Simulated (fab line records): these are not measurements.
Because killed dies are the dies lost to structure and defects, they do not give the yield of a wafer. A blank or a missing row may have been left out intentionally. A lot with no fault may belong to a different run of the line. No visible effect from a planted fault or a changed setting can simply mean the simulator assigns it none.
Chamber matching :: flow n5_finfet :: N5_SD_EPI_N_ETCH_35 on rie_diel-04 has 4 sister chambers
The step etches SOC in N2/H2, overetch 108 nm, time 486 s. 16 wafers are shown with their chamber, then 8 later ones without.

## WAFERS PAIRED WITH THEIR CHAMBERS
wafer: L075.4
chamber: 2
drypump_motor_current_A (A): 5.4
throttle_valve_pct (%): 23.83
showerhead_plenum_p_Torr (Torr): 2.60

wafer: L075.5
chamber: 3
drypump_motor_current_A (A): 5.6
throttle_valve_pct (%): 23.67
showerhead_plenum_p_Torr (Torr): 2.59

wafer: L075.6
chamber: 0
drypump_motor_current_A (A): 5.8
throttle_valve_pct (%): 23.62
showerhead_plenum_p_Torr (Torr): 2.52

wafer: L078.1
chamber: 0
drypump_motor_current_A (A): 5.7
throttle_valve_pct (%): 23.64
showerhead_plenum_p_Torr (Torr): 2.52

wafer: L078.3
chamber: 2
drypump_motor_current_A (A): 5.4
throttle_valve_pct (%): 23.82
showerhead_plenum_p_Torr (Torr): 2.60

wafer: L078.4
chamber: 0
drypump_motor_current_A (A): 5.7
throttle_valve_pct (%): 23.62
showerhead_plenum_p_Torr (Torr): 2.52

wafer: L079.2
chamber: 3
drypump_motor_current_A (A): 5.6
throttle_valve_pct (%): 23.67
showerhead_plenum_p_Torr (Torr): 2.59

wafer: L079.5
chamber: 0
drypump_motor_current_A (A): 5.8
throttle_valve_pct (%): 23.63
showerhead_plenum_p_Torr (Torr): 2.52

wafer: L079.6
chamber: 2
drypump_motor_current_A (A): 5.4
throttle_valve_pct (%): 23.83
showerhead_plenum_p_Torr (Torr): 2.59

wafer: L081.3
chamber: 1
drypump_motor_current_A (A): 5.4
throttle_valve_pct (%): 23.89
showerhead_plenum_p_Torr (Torr): 2.50

wafer: L081.5
chamber: 1
drypump_motor_current_A (A): 5.4
throttle_valve_pct (%): 23.89
showerhead_plenum_p_Torr (Torr): 2.50

wafer: L081.6
chamber: 2
drypump_motor_current_A (A): 5.4
throttle_valve_pct (%): 23.84
showerhead_plenum_p_Torr (Torr): 2.59

wafer: L084.2
chamber: 2
drypump_motor_current_A (A): 5.4
throttle_valve_pct (%): 23.85
showerhead_plenum_p_Torr (Torr): 2.59

wafer: L084.3
chamber: 3
drypump_motor_current_A (A): 5.6
throttle_valve_pct (%): 23.68
showerhead_plenum_p_Torr (Torr): 2.58

wafer: L084.4
chamber: 0
drypump_motor_current_A (A): 5.7
throttle_valve_pct (%): 23.65
showerhead_plenum_p_Torr (Torr): 2.51

wafer: L091.1
chamber: 1
drypump_motor_current_A (A): 5.4
throttle_valve_pct (%): 23.93
showerhead_plenum_p_Torr (Torr): 2.49

SIGNATURES, as means of the wafers listed above
reading: drypump_motor_current_A
chamber 0: 5.740
chamber 1: 5.400
chamber 2: 5.400
chamber 3: 5.600
scatter within a chamber: 0.0316

reading: throttle_valve_pct
chamber 0: 23.6320
chamber 1: 23.9033
chamber 2: 23.8340
chamber 3: 23.6733
scatter within a chamber: 0.0139

reading: showerhead_plenum_p_Torr
chamber 0: 2.5180
chamber 1: 2.4967
chamber 2: 2.5940
chamber 3: 2.5867
scatter within a chamber: 0.00527
Rule: a wafer's distance from a chamber is the root of the sum, over the readings, of the square of ((its reading less the chamber's mean) divided by the reading's scatter). The wafer belongs to the nearest chamber; if the next one is less than 2 further off, it can't be placed. The scatter is the square root of a quotient: the sum, over the shown wafers, of each reading's squared deviation from its chamber's mean, divided by wafers minus chambers.

## WAFERS WITH NO CHAMBER GIVEN
wafer: L091.3
drypump_motor_current_A (A): 5.7
throttle_valve_pct (%): 23.67
showerhead_plenum_p_Torr (Torr): 2.51

wafer: L091.6
drypump_motor_current_A (A): 5.7
throttle_valve_pct (%): 23.67
showerhead_plenum_p_Torr (Torr): 2.51

wafer: L095.2
drypump_motor_current_A (A): 5.4
throttle_valve_pct (%): 23.94
showerhead_plenum_p_Torr (Torr): 2.49

wafer: L095.3
drypump_motor_current_A (A): 5.8
throttle_valve_pct (%): 23.68
showerhead_plenum_p_Torr (Torr): 2.50

wafer: L095.6
drypump_motor_current_A (A): 5.4
throttle_valve_pct (%): 23.88
showerhead_plenum_p_Torr (Torr): 2.58

wafer: L096.4
drypump_motor_current_A (A): 5.4
throttle_valve_pct (%): 23.96
showerhead_plenum_p_Torr (Torr): 2.49

wafer: L096.5
drypump_motor_current_A (A): 5.4
throttle_valve_pct (%): 23.94
showerhead_plenum_p_Torr (Torr): 2.49

wafer: L096.6
drypump_motor_current_A (A): 5.4
throttle_valve_pct (%): 23.88
showerhead_plenum_p_Torr (Torr): 2.58

## THE CHAMBER EACH PASSED THROUGH
wafer: L091.3
from the rows above: 0
in truth: 0

wafer: L091.6
from the rows above: 0
in truth: 0

wafer: L095.2
from the rows above: 1
in truth: 1

wafer: L095.3
from the rows above: 0
in truth: 0

wafer: L095.6
from the rows above: 2
in truth: 2

wafer: L096.4
from the rows above: 1
in truth: 1

wafer: L096.5
from the rows above: 1
in truth: 1

wafer: L096.6
from the rows above: 2
in truth: 2
8 of 8 placed correctly. Left unplaced by these rows: 0. Placed wrongly: 0.
